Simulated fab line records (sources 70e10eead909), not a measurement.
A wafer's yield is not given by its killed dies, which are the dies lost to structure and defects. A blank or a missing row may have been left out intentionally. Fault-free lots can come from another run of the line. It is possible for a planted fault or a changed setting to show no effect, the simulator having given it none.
fab line records ; flow nand-harc
record lots=13; wafers=39; last-day=34
route steps=1302 shown P_GATE@182
lots that met no fault: taken from a fault-free run of the same line
start-h: hours from the record's opening day to when the first of the lot's shown wafers began ; wait-h: hours since the lot's step before ; " identical to the entry in the row above ; L1.1+2: a single row standing in for several wafers ; - value missing, or start not given ; * or withheld: withheld ; < > ~ a bound
route shown NAME@n: names a module that has steps shown in the file, with the first one's number in the route ; usual: the fault-free wafers' mean and standard deviation ; same: alike in all rows ; chamber/n: place in a boat ; sites: per-site readings ; _std_site: their standard deviation ; _edge_site: the outer-site mean with the inner-site mean subtracted ; radius-mm: how far each site lies from the wafer's centre ; mask NAME#n: copy n ; behind: the last tool/chamber to shape the wafer ; hold: why the lot was held/for how many hours/how that ended ; device: transistor that didn't switch, given as n, p or np ; end of line: the route-end tests of the same wafers ; step lacking rows: just its recipe ; killed: dies that structure and defects cost at the first sort, which is not the same as the wafer's yield ; map: a wafer's dies, x killed, . not, _ none there
set.NAME: the setting as run; set.NAME@STEP: as run at that earlier step ; model.NAME: the simulator's own value behind a step, which no gauge read
a sample of lots followed through the steps of the route, with each step as a table and each wafer as a row
services: when a tool's chamber went out of use (start-h, in hours from the record's first day, below 0 if earlier), for how many hours, and the reason
## steps
# step NHARC_P_GATE_EXPOSE_56
# recipe na=0.6; target-cd-nm=720; dose-mj=14.81; mask-id=P_PSD
# usual exposure-dose-mJ-cm2=14.810/0.017; stage-vel-mm-s=499.94/0.29
lot.wafer;tool;chamber;start-h;wait-h;mask;exposure-dose-mJ-cm2;stage-vel-mm-s
L236.2;krf-scanner-04;0;120.46;-;P_PSD#0;14.799;499.61
L236.3;krf-scanner-04;0;120.46;-;P_PSD#0;14.817;499.78
L236.5;krf-scanner-04;0;120.46;-;P_PSD#0;14.812;499.43
L237.1;krf-scanner-02;0;126.60;-;P_PSD#0;14.802;499.84
L237.4;krf-scanner-02;0;126.60;-;P_PSD#0;14.819;500.09
L237.6;krf-scanner-02;0;126.60;-;P_PSD#0;14.815;500.08
L240.1;krf-scanner-02;0;150.94;-;P_PSD#0;14.813;499.87
L240.3;krf-scanner-02;0;150.94;-;P_PSD#0;14.811;500.06
L240.5;krf-scanner-02;0;150.94;-;P_PSD#0;14.823;500.10
L239.2;krf-scanner-02;0;153.20;-;P_PSD#0;14.786;500.05
L239.3;krf-scanner-02;0;153.20;-;P_PSD#0;14.802;499.74
L239.4;krf-scanner-02;0;153.20;-;P_PSD#0;14.818;499.77
L241.1;krf-scanner-02;0;168.79;-;P_PSD#0;14.833;500.15
L241.2;krf-scanner-02;0;168.79;-;P_PSD#0;14.843;499.84
L241.4;krf-scanner-02;0;168.79;-;P_PSD#0;14.843;499.99
L242.1;krf-scanner-02;0;169.72;-;P_PSD#0;14.836;499.63
L242.2;krf-scanner-02;0;169.72;-;P_PSD#0;14.831;499.44
L242.3;krf-scanner-02;0;169.72;-;P_PSD#0;14.828;499.38
L244.1;krf-scanner-03;0;188.58;-;P_PSD#0;14.802;500.02
L244.4;krf-scanner-03;0;188.58;-;P_PSD#0;14.795;499.69
L244.5;krf-scanner-03;0;188.58;-;P_PSD#0;14.799;500.01
L247.1;krf-scanner-02;0;220.66;-;P_PSD#0;14.837;500.19
L247.4;krf-scanner-02;0;220.66;-;P_PSD#0;14.829;500.11
L247.6;krf-scanner-02;0;220.66;-;P_PSD#0;14.818;500.81
L248.1;krf-scanner-02;0;224.66;-;P_PSD#0;14.789;500.25
L248.3;krf-scanner-02;0;224.66;-;P_PSD#0;14.805;500.34
L248.4;krf-scanner-02;0;224.66;-;P_PSD#0;14.809;500.34
L249.1;krf-scanner-02;0;244.93;-;P_PSD_R1#0;14.784;500.06
L249.3;krf-scanner-02;0;244.93;-;P_PSD_R1#0;14.764;500.15
L249.5;krf-scanner-02;0;244.93;-;P_PSD_R1#0;14.794;499.55
L252.2;krf-scanner-02;0;273.31;-;P_PSD#0;14.799;500.19
L252.4;krf-scanner-02;0;273.31;-;P_PSD#0;14.816;500.44
L252.5;krf-scanner-02;0;273.31;-;P_PSD#0;14.815;500.30
L253.2;krf-scanner-03;0;279.40;-;P_PSD#0;14.811;499.84
L253.4;krf-scanner-03;0;279.40;-;P_PSD#0;14.807;499.73
L253.5;krf-scanner-03;0;279.40;-;P_PSD#0;14.791;499.63
L259.3;krf-scanner-04;0;344.07;-;P_PSD#0;14.802;499.96
L259.5;krf-scanner-04;0;344.07;-;P_PSD#0;14.826;500.39
L259.6;krf-scanner-04;0;344.07;-;P_PSD#0;14.796;500.06
# step NHARC_P_GATE_CD_MEAS_59
# recipe target-cd-nm=720; landing-energy-ev=500
# usual cd-nm=719.6/2
lot.wafer;tool;chamber;start-h;wait-h;cd-nm
L236.2;cd-sem-03;0;120.61;-;719.3
L236.3;cd-sem-03;0;120.61;-;719.5
L236.5;cd-sem-03;0;120.61;-;718.5
L237.1;cd-sem-02;0;126.76;-;722.5
L237.4;cd-sem-02;0;126.76;-;721.1
L237.6;cd-sem-02;0;126.76;-;721.9
L240.1;cd-sem-03;0;151.10;-;717.9
L240.3;cd-sem-03;0;151.10;-;717.2
L240.5;cd-sem-03;0;151.10;-;715.6
L239.2;cd-sem-02;0;153.35;-;719.3
L239.3;cd-sem-02;0;153.35;-;716.9
L239.4;cd-sem-02;0;153.35;-;718.5
L241.1;cd-sem-02;0;168.94;-;723.2
L241.2;cd-sem-02;0;168.94;-;721.3
L241.4;cd-sem-02;0;168.94;-;720.8
L242.1;cd-sem-02;0;169.88;-;722.4
L242.2;cd-sem-02;0;169.88;-;720.3
L242.3;cd-sem-02;0;169.88;-;720.0
L244.1;cd-sem-02;0;188.74;-;718.3
L244.4;cd-sem-02;0;188.74;-;718.8
L244.5;cd-sem-02;0;188.74;-;718.5
L247.1;cd-sem-02;0;220.81;-;722.9
L247.4;cd-sem-02;0;220.81;-;719.3
L247.6;cd-sem-02;0;220.81;-;720.7
L248.1;cd-sem-03;0;224.82;-;722.3
L248.3;cd-sem-03;0;224.82;-;720.2
L248.4;cd-sem-03;0;224.82;-;720.2
L249.1;cd-sem-03;0;245.09;-;819.8
L249.3;cd-sem-03;0;245.09;-;819.9
L249.5;cd-sem-03;0;245.09;-;819.8
L252.2;cd-sem-01;0;273.46;-;716.3
L252.4;cd-sem-01;0;273.46;-;718.0
L252.5;cd-sem-01;0;273.46;-;718.1
L253.2;cd-sem-03;0;279.55;-;720.0
L253.4;cd-sem-03;0;279.55;-;721.0
L253.5;cd-sem-03;0;279.55;-;720.7
L259.3;cd-sem-01;0;344.22;-;719.2
L259.5;cd-sem-01;0;344.22;-;721.9
L259.6;cd-sem-01;0;344.22;-;715.5
# step NHARC_P_GATE_STRIP_76
# recipe power-w=1500; temp-c=250; chemistry=O2
# usual drypump-motor-current-A=5.7/0.34; heater-power-w=331/9.9
lot.wafer;tool;chamber;start-h;wait-h;drypump-motor-current-A;heater-power-w;rf-hours-counter-h
L236.2;plasma-asher-01;0;121.41;0.2;5.8;315;25
L236.3;plasma-asher-01;1;121.41;0.2;5.2;352;-
L236.5;plasma-asher-01;0;121.41;0.2;5.8;317;-
L237.1;plasma-asher-01;0;127.71;0.2;5.9;320;26
L237.4;plasma-asher-01;1;127.71;0.2;5.2;343;-
L237.6;plasma-asher-01;0;127.71;0.2;5.8;308;-
L240.1;plasma-asher-02;0;151.89;0.2;5.4;317;15
L240.3;plasma-asher-02;0;151.89;0.2;5.4;329;-
L240.5;plasma-asher-02;1;151.89;0.2;6.1;333;-
L239.2;plasma-asher-02;1;154.14;0.2;6.1;328;16
L239.4;plasma-asher-02;1;154.14;0.2;6.1;335;-
L239.3;plasma-asher-02;0;154.14;0.2;5.4;321;-
L241.1;plasma-asher-02;1;169.73;0.2;6.1;339;21
L241.2;plasma-asher-02;0;169.73;0.2;5.4;331;21
L241.4;plasma-asher-02;0;169.73;0.2;5.4;323;-
L242.2;plasma-asher-02;0;170.67;0.2;5.4;325;21
L242.1;plasma-asher-02;1;170.67;0.2;6.1;332;21
L242.3;plasma-asher-02;0;170.67;0.2;5.4;333;-
L244.1;plasma-asher-02;1;189.54;0.2;6.1;329;25
L244.4;plasma-asher-02;0;189.54;0.2;5.4;326;-
L244.5;plasma-asher-02;1;189.54;0.2;6.1;336;-
L247.1;plasma-asher-01;0;221.62;0.2;5.8;325;10
L247.4;plasma-asher-01;0;221.62;0.2;5.8;322;-
L247.6;plasma-asher-01;1;221.62;0.2;5.2;323;-
L248.1;plasma-asher-01;1;225.62;0.2;5.2;326;12
L248.4;plasma-asher-01;0;225.62;0.2;5.8;325;-
L248.3;plasma-asher-01;1;225.62;0.2;5.2;314;-
L249.1;plasma-asher-02;0;245.88;0.2;5.4;330;35
L249.3;plasma-asher-02;1;245.88;0.2;6.1;325;-
L249.5;plasma-asher-02;1;245.88;0.2;6.1;322;-
L252.2;plasma-asher-01;0;274.25;0.2;5.8;329;22
L252.4;plasma-asher-01;0;274.25;0.2;5.9;330;-
L252.5;plasma-asher-01;1;274.25;0.2;5.2;318;-
L253.2;plasma-asher-02;0;280.37;0.2;5.4;341;7
L253.4;plasma-asher-02;1;280.37;0.2;6.1;347;-
L253.5;plasma-asher-02;1;280.37;0.2;6.1;346;-
L259.3;plasma-asher-02;1;345.04;0.2;6.1;349;-
L259.6;plasma-asher-02;1;345.04;0.2;6.1;346;-
L259.5;plasma-asher-02;0;345.04;0.2;5.4;346;-
# step NHARC_P_GATE_CD_MEAS_91
# recipe target-cd-nm=2000; landing-energy-ev=500
# usual cd-nm=1998.9/1.6
lot.wafer;tool;chamber;start-h;wait-h;cd-nm
L236.2;cd-sem-01;0;122.20;-;1997.8
L236.3;cd-sem-01;0;122.20;-;1998.1
L236.5;cd-sem-01;0;122.20;-;1999.3
L237.1;cd-sem-02;0;128.66;-;1999.3
L237.4;cd-sem-02;0;128.66;-;1998.0
L237.6;cd-sem-02;0;128.66;-;1999.4
L240.1;cd-sem-03;0;152.80;-;1999.7
L240.3;cd-sem-03;0;152.80;-;2001.6
L240.5;cd-sem-03;0;152.80;-;2002.0
L239.2;cd-sem-03;0;155.06;-;1999.3
L239.3;cd-sem-03;0;155.06;-;2000.5
L239.4;cd-sem-03;0;155.06;-;2000.6
L241.1;cd-sem-02;0;170.65;-;1998.1
L241.2;cd-sem-02;0;170.65;-;1998.9
L241.4;cd-sem-02;0;170.65;-;1999.3
L242.1;cd-sem-03;0;171.46;-;1999.4
L242.2;cd-sem-03;0;171.46;-;1999.2
L242.3;cd-sem-03;0;171.46;-;2001.9
L244.1;cd-sem-01;0;190.45;-;1996.2
L244.4;cd-sem-01;0;190.45;-;1995.0
L244.5;cd-sem-01;0;190.45;-;1997.9
L247.1;cd-sem-03;0;222.42;-;1998.7
L247.4;cd-sem-03;0;222.42;-;1998.6
L247.6;cd-sem-03;0;222.42;-;1998.8
L248.1;cd-sem-02;0;226.40;-;1999.2
L248.3;cd-sem-02;0;226.40;-;2001.6
L248.4;cd-sem-02;0;226.40;-;2001.4
L249.1;cd-sem-02;0;246.68;-;1998.4
L249.3;cd-sem-02;0;246.68;-;1995.3
L249.5;cd-sem-02;0;246.68;-;1996.5
L252.2;cd-sem-03;0;275.16;-;1997.3
L252.4;cd-sem-03;0;275.16;-;1997.1
L252.5;cd-sem-03;0;275.16;-;1996.9
L253.2;cd-sem-02;0;281.29;-;1999.1
L253.4;cd-sem-02;0;281.29;-;1999.9
L253.5;cd-sem-02;0;281.29;-;1999.3
L259.3;cd-sem-02;0;345.94;-;1997.4
L259.5;cd-sem-02;0;345.94;-;1996.1
L259.6;cd-sem-02;0;345.94;-;1997.1
# step NHARC_P_GATE_STRIP_95
# recipe power-w=1500; temp-c=250; chemistry=O2
# usual drypump-motor-current-A=5.7/0.34; heater-power-w=330/9.1
lot.wafer;tool;chamber;start-h;wait-h;drypump-motor-current-A;heater-power-w;rf-hours-counter-h
L236.2;plasma-asher-02;1;123.45;0.5;6.1;333;8
L236.3;plasma-asher-02;0;123.45;0.5;5.4;342;-
L236.5;plasma-asher-02;0;123.45;0.5;5.4;329;-
L237.1;plasma-asher-02;1;130.22;0.6;6.1;339;11
L237.4;plasma-asher-02;1;130.22;0.6;6.1;336;-
L237.6;plasma-asher-02;1;130.22;0.6;6.1;336;-
L240.1;plasma-asher-01;1;154.38;0.6;5.2;352;33
L240.3;plasma-asher-01;1;154.38;0.6;5.2;339;-
L240.5;plasma-asher-01;0;154.38;0.6;5.8;318;-
L239.2;plasma-asher-02;1;156.30;0.6;6.1;339;17
L239.4;plasma-asher-02;1;156.30;0.6;6.1;322;-
L239.3;plasma-asher-02;0;156.30;0.6;5.4;315;-
L241.1;plasma-asher-02;0;171.90;0.6;5.4;323;22
L241.2;plasma-asher-02;1;171.90;0.6;6.1;332;22
L241.4;plasma-asher-02;1;171.90;0.6;6.1;332;-
L242.1;plasma-asher-02;1;172.74;0.6;6.1;333;23
L242.2;plasma-asher-02;0;172.74;0.6;5.4;333;23
L242.3;plasma-asher-02;0;172.74;0.6;5.4;335;-
L244.1;plasma-asher-01;1;191.69;0.6;5.2;323;5
L244.4;plasma-asher-01;0;191.69;0.6;5.8;332;-
L244.5;plasma-asher-01;0;191.69;0.6;5.8;325;-
L247.1;plasma-asher-02;0;223.65;0.5;5.4;337;32
L247.4;plasma-asher-02;1;223.65;0.5;6.1;336;-
L247.6;plasma-asher-02;1;223.65;0.5;6.1;331;-
L248.1;plasma-asher-01;1;227.73;0.6;5.3;321;13
L248.3;plasma-asher-01;1;227.73;0.6;5.2;320;-
L248.4;plasma-asher-01;0;227.73;0.6;5.8;329;-
L249.1;plasma-asher-01;0;247.94;0.6;5.9;326;16
L249.3;plasma-asher-01;1;247.94;0.6;5.2;325;-
L249.5;plasma-asher-01;0;247.94;0.6;5.8;321;-
L252.2;plasma-asher-02;1;276.41;0.5;6.1;338;6
L252.4;plasma-asher-02;1;276.41;0.5;6.1;350;-
L252.5;plasma-asher-02;0;276.41;0.5;5.4;332;-
L253.2;plasma-asher-02;1;282.55;0.6;6.1;352;7
L253.4;plasma-asher-02;0;282.55;0.6;5.4;339;-
L253.5;plasma-asher-02;1;282.55;0.6;6.1;337;-
L259.3;plasma-asher-02;1;347.19;0.4;6.1;337;-
L259.5;plasma-asher-02;1;347.19;0.4;6.1;347;-
L259.6;plasma-asher-02;0;347.19;0.4;5.4;339;-
## services
tool;chamber;start-h;hours;kind
plasma-asher-01;-;97.82;1.6;repair
krf-scanner-02;-;102.56;0.9;repair
plasma-asher-02;-;115.98;1.5;repair
krf-scanner-03;-;154.08;0.6;repair
plasma-asher-01;-;156.52;0.3;repair
plasma-asher-01;-;159.12;3.5;repair
plasma-asher-01;-;165.00;9.0;pm
plasma-asher-02;-;173.71;7.3;repair
krf-scanner-04;-;177.39;5.6;repair
krf-scanner-04;-;183.02;4.0;pm
krf-scanner-03;-;224.00;4.0;pm
krf-scanner-02;-;226.81;1.2;repair
plasma-asher-02;-;249.00;9.0;pm
plasma-asher-02;0;249.00;9.0;vent-cycle
plasma-asher-02;1;249.00;9.0;vent-cycle
plasma-asher-02;0;258.00;-;clean
plasma-asher-02;1;258.00;-;clean
krf-scanner-04;-;263.02;4.5;repair
krf-scanner-02;-;266.00;4.0;pm
krf-scanner-04;-;274.91;7.7;repair
krf-scanner-02;-;321.65;0.4;repair
krf-scanner-03;-;340.02;2.0;repair
plasma-asher-01;-;342.00;9.0;pm
krf-scanner-04;-;344.48;0.2;repair
## key
first-sign step=NHARC_P_GATE_EXPOSE_56; reading=mask; direction=changed
effect step=NHARC_P_GATE_CD_MEAS_59; reading=cd-nm; direction=up; sigmas=50; usual=719.6; struck=819.8
met-at NHARC_P_GATE_EXPOSE_56
struck-lots L249
sort-left-out L249.1,L249.3,L249.5
tester-left-out L249
not-acting-at NHARC_P_GATE_STRIP_76,NHARC_P_GATE_CD_MEAS_91,NHARC_P_GATE_STRIP_95
onset-between 224.66 244.93
fault kind=wrong-mask; tool=any; chamber=-; onset-h=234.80; steps=NHARC_P_GATE_EXPOSE_56; aux-copy=P_PSD_R1#0; cd-offset-nm=98.747; scope=struck-lots-only
# tester-left-out: of these lots the tester's yield and bins aren't shown, on N5 and GAA mostly nor the transistor test; their killed dies are dies lost to structure and defects alone, not to doping, threshold or leakage, so they don't give the yield
# sort-left-out: the simulated sort isn't trusted on such a fault, so these wafers' sort isn't shown, and their yield isn't known
